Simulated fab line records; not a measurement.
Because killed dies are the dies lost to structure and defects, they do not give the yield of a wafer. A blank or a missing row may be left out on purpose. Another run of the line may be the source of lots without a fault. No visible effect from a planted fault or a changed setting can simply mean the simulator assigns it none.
Split-lot trial :: flow n5Finfet :: 21 wafers read from 7 lots, route of 1938 steps

## THE SPLIT ITSELF
At N5_BEOL_M11_ETCH_62 (etches SOC in N2/H2, target depth 110 nm, overetch 22 nm, time 165 s), the setting timeS was moved away from the recipe's 165 s on 4 of the 21 wafers read, by -20.1% to -16.4%. This setting was run at the recipe's value on the other wafers.

The reading comes from the split's own step.

## THE READING
SiARC_of_BEOL_M11_COAT_60.thkNm (the simulator's own value, which no gauge read), in nm, at N5_BEOL_M11_ETCH_62 (etches SOC in N2/H2, target depth 110 nm, overetch 22 nm, time 165 s). The file does not state a usual value for it. Across the 17 wafers here that went through the recipe, the average is 23.4 nm and the standard deviation 0.16 nm.

wafer: L074.1
tool, chamber at the split: rieDiel-03, 2
timeS as run, s: 165
against the recipe: recipe
SiARC_of_BEOL_M11_COAT_60.thkNm, nm: 23.6
against lot-mates on the recipe: -

wafer: L074.5
tool, chamber at the split: rieDiel-03, 2
timeS as run, s: 165
against the recipe: recipe
SiARC_of_BEOL_M11_COAT_60.thkNm, nm: 23.6
against lot-mates on the recipe: -

wafer: L074.2
tool, chamber at the split: rieDiel-03, 0
timeS as run, s: 165
against the recipe: recipe
SiARC_of_BEOL_M11_COAT_60.thkNm, nm: 23.2
against lot-mates on the recipe: -

wafer: L081.1
tool, chamber at the split: rieDiel-06, 2,1,2
timeS as run, s: 165
against the recipe: recipe
SiARC_of_BEOL_M11_COAT_60.thkNm, nm: 23.4
against lot-mates on the recipe: -

wafer: L081.5
tool, chamber at the split: rieDiel-06, 2,1,2
timeS as run, s: 165
against the recipe: recipe
SiARC_of_BEOL_M11_COAT_60.thkNm, nm: 23.4
against lot-mates on the recipe: -

wafer: L081.6
tool, chamber at the split: rieDiel-06, 2,1,2
timeS as run, s: 165
against the recipe: recipe
SiARC_of_BEOL_M11_COAT_60.thkNm, nm: 23.4
against lot-mates on the recipe: -

wafer: L089.3
tool, chamber at the split: rieDiel-06, 3
timeS as run, s: 138
against the recipe: -16.4%
SiARC_of_BEOL_M11_COAT_60.thkNm, nm: 24.6
against lot-mates on the recipe: +1.2

wafer: L089.5
tool, chamber at the split: rieDiel-06, 2
timeS as run, s: 165
against the recipe: recipe
SiARC_of_BEOL_M11_COAT_60.thkNm, nm: 23.4
against lot-mates on the recipe: -

wafer: L089.6
tool, chamber at the split: rieDiel-06, 1
timeS as run, s: 138
against the recipe: -16.4%
SiARC_of_BEOL_M11_COAT_60.thkNm, nm: 24.4
against lot-mates on the recipe: +1.0

wafer: L090.1
tool, chamber at the split: rieDiel-06, 0
timeS as run, s: 165
against the recipe: recipe
SiARC_of_BEOL_M11_COAT_60.thkNm, nm: 23.2
against lot-mates on the recipe: -

wafer: L090.2
tool, chamber at the split: rieDiel-06, 2
timeS as run, s: 165
against the recipe: recipe
SiARC_of_BEOL_M11_COAT_60.thkNm, nm: 23.4
against lot-mates on the recipe: -

wafer: L090.4
tool, chamber at the split: rieDiel-06, 3
timeS as run, s: 165
against the recipe: recipe
SiARC_of_BEOL_M11_COAT_60.thkNm, nm: 23.8
against lot-mates on the recipe: -

wafer: L091.2
tool, chamber at the split: rieDiel-04, 2
timeS as run, s: 165
against the recipe: recipe
SiARC_of_BEOL_M11_COAT_60.thkNm, nm: 23.2
against lot-mates on the recipe: -

wafer: L091.3
tool, chamber at the split: rieDiel-04, 3
timeS as run, s: 137.1
against the recipe: -16.9%
SiARC_of_BEOL_M11_COAT_60.thkNm, nm: 24.6
against lot-mates on the recipe: +1.3

wafer: L091.4
tool, chamber at the split: rieDiel-04, 3
timeS as run, s: 165
against the recipe: recipe
SiARC_of_BEOL_M11_COAT_60.thkNm, nm: 23.4
against lot-mates on the recipe: -

wafer: L093.1
tool, chamber at the split: rieDiel-03, 0,1
timeS as run, s: 165
against the recipe: recipe
SiARC_of_BEOL_M11_COAT_60.thkNm, nm: 23.4
against lot-mates on the recipe: -

wafer: L093.3
tool, chamber at the split: rieDiel-03, 0,1
timeS as run, s: 165
against the recipe: recipe
SiARC_of_BEOL_M11_COAT_60.thkNm, nm: 23.4
against lot-mates on the recipe: -

wafer: L093.4
tool, chamber at the split: rieDiel-03, 2
timeS as run, s: 165
against the recipe: recipe
SiARC_of_BEOL_M11_COAT_60.thkNm, nm: 23.6
against lot-mates on the recipe: -

wafer: L096.2
tool, chamber at the split: rieDiel-06, 0
timeS as run, s: 165
against the recipe: recipe
SiARC_of_BEOL_M11_COAT_60.thkNm, nm: 23.2
against lot-mates on the recipe: -

wafer: L096.3
tool, chamber at the split: rieDiel-06, 2
timeS as run, s: 131.9
against the recipe: -20.1%
SiARC_of_BEOL_M11_COAT_60.thkNm, nm: 24.8
against lot-mates on the recipe: +1.5

wafer: L096.5
tool, chamber at the split: rieDiel-06, 2
timeS as run, s: 165
against the recipe: recipe
SiARC_of_BEOL_M11_COAT_60.thkNm, nm: 23.4
against lot-mates on the recipe: -
Rows listing several chambers each stand for several wafers; the file does not say which wafer went through which chamber.

THE FIT
A straight line over all 21 wafers: SiARC_of_BEOL_M11_COAT_60.thkNm changes by -0.0683 nm for each +1% of timeS; r = -0.95; the points scatter about the line by 0.16 nm.
The same after taking each lot's own level away (the mean of its wafers on the recipe; 21 wafers): -0.072 nm for each +1%; r = -0.96; scatter 0.15 nm.
Per that fit: largest timeS move, reading shift of 1.4 nm.
Across the lots, their own levels run from 23.30 to 23.47 nm, a range of 1.0 times the standard deviation given above.
Consequently the slope shifts little with the lot-to-lot level, the two slopes agreeing.
Check: for one of the wafers moved furthest among these (-20.1%), held out of the fit, the line's prediction against its lot-mates is +1.42 nm. Against them it came out at +1.5 nm.

## FURTHER SPLITS ON THESE WAFERS
Other splits were also applied to these wafers ahead of the reading. Each is held against what the fit with the lots' levels taken away leaves over:
other split on the same wafers: N5_BEOL_M9_EXPOSE_08 doseMj
wafers away from the commonest value: 7
r with SiARC_of_BEOL_M11_COAT_60.thkNm (lot level and that fit taken away): +0.21

other split on the same wafers: N5_BEOL_M10_ETCH_66 timeS
wafers away from the commonest value: 8
r with SiARC_of_BEOL_M11_COAT_60.thkNm (lot level and that fit taken away): -0.39

other split on the same wafers: N5_BEOL_M10_ETCH_41 sourceW
wafers away from the commonest value: 5
r with SiARC_of_BEOL_M11_COAT_60.thkNm (lot level and that fit taken away): -0.33

## THE FILE'S OWN FIT
SiARC_of_BEOL_M11_COAT_60.thkNm changes by -0.0733 nm for each +1% of timeS, r = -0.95.
